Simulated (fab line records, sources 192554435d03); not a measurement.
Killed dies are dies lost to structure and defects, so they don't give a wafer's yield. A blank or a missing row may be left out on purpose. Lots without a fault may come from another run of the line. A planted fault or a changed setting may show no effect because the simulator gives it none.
fab line records | flow n5_finfet
record lots=5 wafers=13 last_day=17
route steps=1938 shown BEOL_M10@1528 BEOL_M11@1536 PASSIVATION@1936
lots that met no fault: from a run of the same line without faults
start_h: hours from the record's first day to the start of the lot's first wafer shown | wait_h: hours since the lot's step before | " the same as in the row above | L1.1+2: a row that stands for several wafers | - no value, or no start given | * or withheld: withheld | < > ~ a bound
route shown NAME@n: a module of which the file shows steps, and the number in the route of the first | usual: mean/standard deviation of fault-free wafers | same: alike in all rows | chamber/n: place in a boat | sites: the reading at each site | _std_site: their standard deviation | _edge_site: outer sites' mean less inner sites' | radius_mm: how far each site lies from the wafer's centre | mask NAME#n: copy n | behind: the tool/chamber that last shaped the wafer | hold: why the lot was held/for how many hours/how that ended | device: the transistor (n, p or np) that didn't switch | end of line: the same wafers' tests at the end of the route | a step without rows: its recipe alone | killed: dies lost to structure and defects at the first sort, not the wafer's yield | map: a wafer's dies, x killed, . not, _ none there
set.NAME: the setting as run; set.NAME@STEP: as run at that earlier step | model.NAME: the simulator's own value behind a step, which no gauge read
lots at some steps of the route; a table a step, a row a wafer
services: from which hour (start_h, from the record's first day; less than 0 if before it) a tool's chamber was out of use, for how many hours, and why
## steps
# step N5_BEOL_M10_ECD_50
# recipe material=Cu target_thk_a=3180
# step N5_BEOL_M10_ANNEAL_51
# recipe temp_c=225 time_s=90 ambient=N2
# step N5_BEOL_M10_CMP_52
# recipe stop_on=SiCOH_lowk t_overpolish_s=7 down_force_psi=1 platen_rpm=50 clearing_platen_down_force_psi=1.5 clearing_platen_rpm=50 post_cmp_clean=cu_alkaline target_thk_nm=140 clearing_platen_pad_velocity_m_s=0.99484 pad_velocity_m_s=0.99484
# step N5_BEOL_M10_PRE_CLEAN_55
# recipe gas=NH3 time_s=15 temp_c=withheld rf_power_w=300
# step N5_BEOL_M10_DEP_56
# recipe material=SiCN target_thk_a=150 temp_c=withheld precursor=3MS/NH3 pressure_torr=3 rf_w=202 time_s=26.5
# step N5_BEOL_M11_ILD_DEP_00
# recipe material=SiCOH_lowk target_thk_a=3085.1 temp_c=300 precursor=DEMS/porogen pressure_torr=5 rf_w=500 time_s=58
# step N5_BEOL_M11_CURE_71
# recipe temp_c=385 time_s=240 ambient=He/Ar material=SiCOH_lowk
# step N5_BEOL_M11_PECVD_70
# recipe material=SiO2 target_thk_a=200 temp_c=400 precursor=TEOS/O2 pressure_torr=5.5 rf_w=450 teos_flow_sccm=53.8 gas=O2 flow_sccm=3000 time_s=22.7
# step N5_BEOL_M11_HM_DEP_02
# recipe material=TiN target_thk_a=200 temp_c=25 chamber_pressure_pa=0.49996
# usual throttle_valve_pct=29.7/0.99
# columns lot.wafer tool chamber start_h wait_h throttle_valve_pct model.TiN_of_BEOL_M11_HM_DEP_02.thk_nm
L536.2 pvd_sputter-03 - 248.96 4.0 28.7 19.8
L536.3 " - " " 31.0 19.8
L536.5 " - " " 30.6 20
L539.2 pvd_sputter-03 - 262.96 0.6 29.9 20
L539.4 " - " " 30.1 6.2
L539.5 " - " " 30.7 20.2
L541.3 pvd_sputter-03 - 277.30 2.0 29.9 6
L541.6 " - " " 30.0 20.2
L542.3 pvd_sputter-03 - 277.76 1.2 30.8 6
L542.4 " - " " 29.0 5.8
L553.2 pvd_sputter-02 - 349.54 0.6 29.0 20.2
L553.3 " - " " 28.7 20.2
L553.5 " - " " 30.4 19.8
# step N5_BEOL_M11_COAT_59
# recipe resist=SOC temp_c=250 time_s=60 spin_rpm=1500 resist_thk_nm=100
# step N5_BEOL_M11_COAT_60
# recipe resist=SiARC temp_c=220 time_s=60 spin_rpm=1500 resist_thk_nm=30
# step N5_BEOL_M11_COAT_05
# recipe resist=CAR-ArF spin_rpm=1500 resist_thk_nm=90
# step N5_BEOL_M11_EBR_07
# recipe solvent=PGMEA ebr_width_mm=1.5
# step N5_BEOL_M11_SOFTBAKE_06
# recipe temp_c=110 time_s=60 resist=CAR-ArF
# step N5_BEOL_M11_EXPOSE_08
# recipe mask_id=M11 na=1.35 source_shape=dipole sigma_inner=0.411 sigma_outer=0.611 polarization=te dose_mj=53.75
# step N5_BEOL_M11_PEB_09
# recipe peb_temp_c=withheld peb_time_s=60 resist=CAR-ArF
# step N5_BEOL_M11_DEVELOP_10
# recipe develop_time_s=30 developer=TMAH resist=CAR-ArF rinse_liquid=diw dry=air_spin dev_temp_c=23
# step N5_BEOL_M11_DESCUM_16
# recipe chemistry=O2 time_s=7.9 source_power_w=50 bias_power_w=20 pressure_mtorr=20 rf_frequency_hz=2.712e+07 temp_c=40 resist=CAR-ArF o2_flow_sccm=225
# step N5_BEOL_M11_ETCH_61
# recipe chemistry=CF4 target=SiARC target_depth_a=390 mask_material=CAR-ArF time_s=65 ion_energy_ev=80 pressure_mtorr=40 source_w=545 bias_w=36 Ar_flow_sccm=100 cf4_flow_sccm=100 ends=cleared
# step N5_BEOL_M11_ETCH_62
# recipe chemistry=N2/H2 target=SOC target_depth_a=1100 overetch_a=220 mask_material=SiARC temp_c=40 time_s=165 ion_energy_ev=200 pressure_mtorr=30 source_w=840 bias_w=150 n2_flow_sccm=200 h2_flow_sccm=200
# step N5_BEOL_M11_STRIP_68
# recipe chemistry=N2/H2 temp_c=40 n2_flow_sccm=200 h2_flow_sccm=200 rf_frequency_hz=6e+07
# step N5_BEOL_M11_STRIP_67
# recipe chemistry=CF4 resist=SiARC power_w=300 bias_power_w=75 pressure_mtorr=50 cf4_flow_sccm=150 rf_frequency_hz=6e+07
# step N5_BEOL_M11_HM_OPEN_17
# recipe chemistry=Cl2/BCl3 target_depth_a=200 overetch_a=60 target=TiN mask_material=SOC ion_energy_ev=150 pressure_mtorr=10 icp_w=1000 bias_w=126 Cl2_flow_sccm=53.25 bcl3_flow_sccm=21.75 Ar_flow_sccm=25
# usual drypump_motor_current_A=5.9/0.35 mfc_ar_sccm=25.00/0.079 oes_product_au=0.64/0.057 throttle_valve_pct=22.1/0.38
# columns lot.wafer tool chamber start_h wait_h drypump_motor_current_A mfc_ar_sccm oes_product_au rf_hours_counter_h throttle_valve_pct model.etch.depth_nm
L536.2 rie_metal-01 1 249.81 0.0 5.5 24.92 0.66 34 21.9 19.74
L536.3 " 1 " " 5.5 25.02 0.65 - 21.8 19.9
L536.5 " 1 " " 5.5 24.94 0.66 - 21.9 19.96
L539.2 rie_metal-02 0 263.70 0.0 5.9 25.01 0.76 8 21.9 20.1
L539.4 " 0 " " 5.8 25.17 0.46 - 22.4 6.21
L539.5 " 0 " " 5.9 25.02 0.75 - 21.9 20.25
L541.3 rie_metal-02 0 278.54 0.1 5.9 24.96 0.45 - 22.4 5.954
L541.6 " 1 " " 5.5 24.92 0.64 - 22.2 20.13
L542.3 rie_metal-03 1 278.79 0.1 6.4 24.91 0.36 - 21.9 6.072
L542.4 " 0 " " 6.2 25.01 0.40 - 23.0 5.716
L553.2 rie_metal-03 0 350.39 0.0 6.2 25.04 0.66 49 22.5 20.18
L553.3 " 0 " " 6.2 25.03 0.65 - 22.5 20.28
L553.5 " 1 " " 6.4 25.08 0.58 - 21.5 19.87
# step N5_BEOL_M11_STRIP_19
# recipe chemistry=O2 power_w=400 temp_c=40 pressure_mtorr=30 rf_frequency_hz=6e+07 bias_power_w=0 overash_fraction=0.2 o2_flow_sccm=225
# step N5_BEOL_M11_COAT_63
# recipe resist=SOC temp_c=250 time_s=60 spin_rpm=1500 resist_thk_nm=100
# step N5_BEOL_M11_COAT_64
# recipe resist=SiARC temp_c=220 time_s=60 spin_rpm=1500 resist_thk_nm=30
# step N5_BEOL_M11_COAT_22
# recipe resist=CAR-ArF spin_rpm=1500 resist_thk_nm=90
# step N5_BEOL_M11_EBR_24
# recipe solvent=PGMEA ebr_width_mm=1.5
# step N5_BEOL_M11_SOFTBAKE_23
# recipe temp_c=110 time_s=60 resist=CAR-ArF
# step N5_BEOL_M11_EXPOSE_25
# recipe mask_id=V10 na=1.35 source_shape=annular sigma_inner=0.5 sigma_outer=0.8 polarization=unpolarized dose_mj=85.5
# step N5_BEOL_M11_PEB_26
# recipe peb_temp_c=withheld peb_time_s=60 resist=CAR-ArF
# step N5_BEOL_M11_DEVELOP_27
# recipe develop_time_s=30 developer=TMAH resist=CAR-ArF rinse_liquid=diw dry=air_spin dev_temp_c=23
# step N5_BEOL_M11_TRENCH_ETCH_37
# recipe chemistry=C4F6/O2 target_depth_a=1488.3 target=SiCOH_lowk time_s=48 ion_energy_ev=250 pressure_mtorr=30 source_w=345 bias_w=185 Ar_flow_sccm=300 C4F6_flow_sccm=10 O2_flow_sccm=10
# usual drypump_motor_current_A=5.7/0.43 mfc_ar_sccm=300.0/0.92 oes_product_au=0.76/0.08 rf_vpp_V=665/17 showerhead_plenum_p_Torr=2.79/0.086 throttle_valve_pct=20.98/0.26
# columns lot.wafer tool chamber start_h wait_h drypump_motor_current_A mfc_ar_sccm oes_product_au rf_hours_counter_h rf_vpp_V showerhead_plenum_p_Torr throttle_valve_pct model.TiN_of_BEOL_M11_HM_DEP_02.thk_nm
L536.2 rie_diel-01 2 - - 6.1 300.3 0.72 180 667 2.92 20.58 15.6
L536.3 " 0 " " 6.4 300.1 0.72 196 681 2.81 20.67 15.8
L536.5 " 3 " " 6.1 298.2 0.70 - 647 2.70 21.46 15.8
L539.2 rie_diel-01 2 - - 6.1 301.9 0.71 184 668 2.92 20.61 16
L539.4 " 3 " " 6.1 299.7 0.70 225 646 2.69 21.45 2
L539.5 " 3 " " 6.1 299.1 0.70 - 647 2.69 21.46 16.2
L541.3 rie_diel-03 3 - - 5.2 300.7 0.72 183 638 2.72 21.14 2
L541.6 " 2 " " 5.9 298.4 0.93 - 650 2.74 20.88 16
L542.3 rie_diel-03 1 - - 5.1 298.4 0.97 5 655 2.80 21.07 1.8
L542.4 " 3 " " 5.2 299.5 0.72 184 639 2.72 21.14 1.8
L553.2 rie_diel-01 2 - - 6.1 300.1 0.69 210 667 2.91 20.63 16.2
L553.3 " 0 " " 6.4 300.8 0.71 228 685 2.79 20.71 16.2
L553.5 " 1 " " 5.3 300.1 0.72 - 691 2.69 21.07 15.6
# step N5_PASSIVATION_PROBE_49
# usual defect_limited_yield=91.3/1.4 killed_at_M0_to_M3=33/9.9 killed_at_M4_up=15/5.6 killed_at_contacts=13/5.7 killed_at_front_end=38/12 killed_at_other=4/3.1 killed_dies=103/17 killed_open=66/13 killed_short=32/7.8 sort_bin_5_function=5.1/0.95 sort_bin_6_memory=3.2/0.68 sort_n_pass=1077/17 sort_yield_pct=91.3/1.5
# same gross_dies=1180 killed_at_back_side=0 sort_bin_4_leakage[%]=0 sort_bin_8_speed[%]=0
# columns lot.wafer tool chamber start_h wait_h defect_limited_yield[%] killed_at_M0_to_M3 killed_at_M4_up killed_at_contacts killed_at_front_end killed_at_other killed_dies killed_open killed_short sort_bin_5_function[%] sort_bin_6_memory[%] sort_n_pass sort_yield_pct[%]
L536.2 prober-02 - 294.39 0.1 92.0 26 17 12 37 2 94 70 23 5.1 2.9 1086 92.0
L536.3 prober-02 - 294.44 0.1 92.7 33 14 8 28 3 86 52 33 3.8 3.1 1094 92.7
L536.5 prober-02 - 294.54 0.2 92.5 32 13 8 31 4 88 47 37 4.0 3.1 1092 92.5
L539.2 prober-01 - 305.38 0.1 89.8 33 12 18 49 8 120 84 35 6.4 3.5 1060 89.8
L539.4 prober-01 - 305.48 0.2 89.1 26 14 31 55 3 129 88 38 6.0 4.4 1051 89.1
L539.5 prober-01 - 305.53 0.2 87.5 32 10 14 71 20 147 69 46 7.1 3.9 1033 87.5
L541.3 prober-02 - 321.27 0.1 90.9 28 15 11 50 3 107 62 39 5.3 2.8 1073 90.9
L541.6 prober-02 - 321.42 0.3 91.3 26 20 21 33 3 103 73 28 5.5 3.1 1077 91.3
L542.3 prober-01 - 324.95 0.1 90.3 24 23 14 48 5 114 82 28 6.2 3.4 1066 90.3
L542.4 prober-01 - 325.00 0.2 93.4 16 25 8 25 4 78 47 23 4.1 2.4 1102 93.4
# killed by level:class
L536.2 MOL_CONTACT_COAG:geometric_particle:open=11 BEOL_M4:geometric_particle:open=9 BEOL_M1:geometric_particle:open=8 STI_FIN_REVEAL:geometric_particle:open=7 ILD0:geometric_particle:open=7 BEOL_M2:geometric_particle:open=7 GATE_CUT:geometric_particle:open=5 GATE_CUT:geometric_particle:short=5
L536.3 BEOL_M4:geometric_particle:open=9 BEOL_M0_SAQP:geometric_particle:short=8 STI_FIN_REVEAL:geometric_particle:open=7 BEOL_M0_SAQP:geometric_particle:open=7 MOL_CONTACT_COAG:geometric_particle:open=6 GATE_CUT:geometric_particle:short=5 BEOL_M1:geometric_particle:open=5 BEOL_M2:geometric_particle:short=5
L536.5 BEOL_M0_SAQP:geometric_particle:short=10 BEOL_M1:geometric_particle:open=8 GATE_CUT:geometric_particle:short=7 MOL_CONTACT_COAG:geometric_particle:open=6 BEOL_M1:geometric_particle:short=5 BEOL_M4:geometric_particle:open=5 FIN_SAQP:geometric_particle:short=4 FIN_SAQP:geometric_particle:open=4
L539.2 MOL_CONTACT_COAG:geometric_particle:open=14 STI_FIN_REVEAL:geometric_particle:open=13 FIN_SAQP:geometric_particle:short=9 FIN_SAQP:geometric_particle:open=7 BEOL_M0_SAQP:geometric_particle:open=7 BEOL_M0_SAQP:geometric_particle:short=7 BEOL_M1:geometric_particle:open=6 BEOL_M3:geometric_particle:open=6
L539.4 MOL_CONTACT_COAG:geometric_particle:open=26 FIN_SAQP:geometric_particle:open=7 STI_FIN_REVEAL:geometric_particle:open=7 DUMMY_GATE:geometric_particle:open=7 BEOL_M0_SAQP:geometric_particle:open=6 BEOL_M1:geometric_particle:open=6 FIN_SAQP:geometric_particle:short=5 GATE_CUT:geometric_particle:short=5
L539.5 FIN_SAQP:geometric_particle:short=20 PASSIVATION:area_etch=18 HKMG_FIN:area_etch=14 MOL_CONTACT_COAG:geometric_particle:open=10 DUMMY_GATE:geometric_particle:open=10 FIN_SAQP:geometric_particle:open=9 BEOL_M3:geometric_particle:open=9 BEOL_M0_SAQP:geometric_particle:short=7
L541.3 FIN_SAQP:geometric_particle:short=11 STI_FIN_REVEAL:geometric_particle:open=10 MOL_CONTACT_COAG:geometric_particle:open=9 GATE_CUT:geometric_particle:short=6 BEOL_M5:geometric_particle:open=6 BEOL_M1:geometric_particle:open=6 HKMG_FIN:area_etch=6 BEOL_M0_SAQP:geometric_particle:open=5
L541.6 MOL_CONTACT_COAG:geometric_particle:open=18 FIN_SAQP:geometric_particle:open=12 FIN_SAQP:geometric_particle:short=9 BEOL_M0_SAQP:geometric_particle:open=8 BEOL_M5:geometric_particle:open=7 BEOL_M2:geometric_particle:open=5 BEOL_M0_SAQP:geometric_particle:short=4 BEOL_M1:geometric_particle:open=4
L542.3 FIN_SAQP:geometric_particle:open=13 MOL_CONTACT_COAG:geometric_particle:open=13 FIN_SAQP:geometric_particle:short=10 BEOL_M4:geometric_particle:open=9 BEOL_M2:geometric_particle:open=7 STI_FIN_REVEAL:geometric_particle:open=6 BEOL_M3:geometric_particle:open=6 DUMMY_GATE:geometric_particle:open=5
L542.4 BEOL_M4:geometric_particle:open=10 MOL_CONTACT_COAG:geometric_particle:open=6 GATE_CUT:geometric_particle:short=5 BEOL_M2:geometric_particle:open=5 FIN_SAQP:geometric_particle:open=4 BEOL_M1:geometric_particle:open=4 ILD0:geometric_particle:open=3 BEOL_M3:geometric_particle:open=3
## services
# columns tool chamber start_h hours kind
rie_diel-03 1 245.77 - clean
rie_diel-03 1 245.77 - consumable_replace:focus_ring
rie_diel-03 1 245.77 18.5 scheduled_down
rie_diel-03 1 245.77 18.5 vent_cycle
rie_metal-01 - 252.55 4.3 pm
rie_metal-01 1 259.54 2.0 repair
rie_diel-03 2 315.58 9.5 repair
rie_metal-02 - 315.71 0.9 repair
rie_metal-01 0 333.53 - clean
rie_metal-01 0 333.53 24.6 scheduled_down
rie_metal-01 0 333.53 24.6 vent_cycle
rie_diel-01 3 344.62 - clean
rie_diel-01 3 344.62 - consumable_replace:focus_ring
rie_diel-01 3 344.62 - consumable_replace:showerhead
rie_diel-01 3 344.62 16.0 scheduled_down
rie_diel-01 3 344.62 16.0 vent_cycle
rie_diel-01 - 347.50 0.1 repair
## key
first_sign step=N5_BEOL_M11_HM_OPEN_17 reading=oes_product_au direction=down sigmas=3.9 usual=0.64 struck=0.42
effect none on later readings
model_effect step=N5_BEOL_M11_HM_DEP_02 value=TiN_of_BEOL_M11_HM_DEP_02.thk_nm without=19.8 struck=6
model_effect step=N5_BEOL_M11_HM_OPEN_17 value=etch.depth_nm without=19.78 struck=5.988
model_effect step=N5_BEOL_M11_TRENCH_ETCH_37 value=TiN_of_BEOL_M11_HM_DEP_02.thk_nm without=15.7 struck=1.9
met_at N5_BEOL_M11_HM_DEP_02
struck_wafers L539.4,L541.3,L542.3,L542.4
baseline_loss step=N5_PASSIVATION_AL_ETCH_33 wafers=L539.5
onset_between 248.96 262.96
fault kind=process_parameter_drift tool=pvd_sputter-03 chamber=- onset_h=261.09 steps=N5_BEOL_M11_HM_DEP_02 channel=target_thk_a offset=* shape=step end_h=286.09 scope=struck_wafers_only acts_in=* stated=*
# baseline_loss: these wafers lose ten dies or more at that step, a loss of the line's own and not of a fault; the sort's usual values leave them out
